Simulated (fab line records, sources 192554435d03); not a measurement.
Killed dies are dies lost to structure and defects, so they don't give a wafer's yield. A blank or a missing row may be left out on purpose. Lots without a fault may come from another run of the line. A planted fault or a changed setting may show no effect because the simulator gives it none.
One fault seen from 2 desks | flow n5_finfet | each desk has only its own numbers; what lay behind them comes last

THE TOOL OWNER'S DESK: ald_sin-02
The tool's own readings at N5_GATE_CUT_ALD_22 (deposits SiNx, target thk 16 nm, pulse time 1 s, ald cycles 320): means of the sampled wafers that have a number, for each lot that ran on this tool. A lot is out of limits, marked OUT, if its mean lies more than 4 standard deviations from the usual mean; the brackets give that distance.
Columns: A = heater_power_w at N5_GATE_CUT_ALD_22, usual 856 W; B = precursor_pulse_height_rel at N5_GATE_CUT_ALD_22, usual 1.000
lot  | first seen here | A   | B
L699 | day 7 16:44     | 925 | 1.006
L702 | day 8 07:34     | 780 | 1.019
L703 | day 8 14:53     | 836 | 1.006
L706 | day 9 08:37     | 776 | 1.034
This desk's finding: nothing out of limits on any of the 4 lots.

THE METROLOGY DESK
What the gauges read, lot by lot, whatever tool the lot ran on: means of the sampled wafers that have a number. A lot is out of limits, marked OUT, if its mean lies more than 4 standard deviations from the usual mean; the brackets give that distance. Of its 10 readings 7 are shown: those that lie furthest out on some lot.
Columns: A = DIBL_N at N5_BEOL_M4_RC_MEAS_101, usual 37.5 mV/V; B = DIBL_P at N5_BEOL_M4_RC_MEAS_101, usual 38 mV/V; C = ION_N at N5_BEOL_M4_RC_MEAS_101, usual 679 uA/um; D = ION_P at N5_BEOL_M4_RC_MEAS_101, usual 465 uA/um; E = SS_N at N5_BEOL_M4_RC_MEAS_101, usual 72.0 mV/dec; F = SS_P at N5_BEOL_M4_RC_MEAS_101, usual 73.7 mV/dec; G = VT_P at N5_BEOL_M4_RC_MEAS_101, usual -249 mV
lot  | first seen here | A    | B  | C   | D   | E    | F    | G
L692 | day 8 23:47     | 34.6 | 34 | 660 | 457 | 70.3 | 72.7 | -251
L699 | day 11 13:23    | 36.7 | 36 | 662 | 450 | 71.8 | 73.5 | -253
L702 | day 11 18:32    | 36.4 | 38 | 676 | 458 | 72.2 | 74.2 | -249
L703 | day 11 22:59    | 39.0 | 41 | 693 | 471 | 72.0 | 74.5 | -248
L706 | day 13 00:09    | 37.6 | 37 | 686 | 464 | 71.8 | 73.6 | -248
L709 | day 13 23:58    | 36.7 | 38 | 678 | 463 | 72.1 | 73.7 | -250
L710 | day 14 05:17    | 33.6 | 35 | 674 | 468 | 71.8 | 72.7 | -249
This desk's finding: nothing out of limits on any of the 7 lots.

PUT TOGETHER
The tool owner's desk saw nothing out of limits.
The metrology desk saw nothing out of limits.

WHAT THE SIMULATOR HAD PUT IN
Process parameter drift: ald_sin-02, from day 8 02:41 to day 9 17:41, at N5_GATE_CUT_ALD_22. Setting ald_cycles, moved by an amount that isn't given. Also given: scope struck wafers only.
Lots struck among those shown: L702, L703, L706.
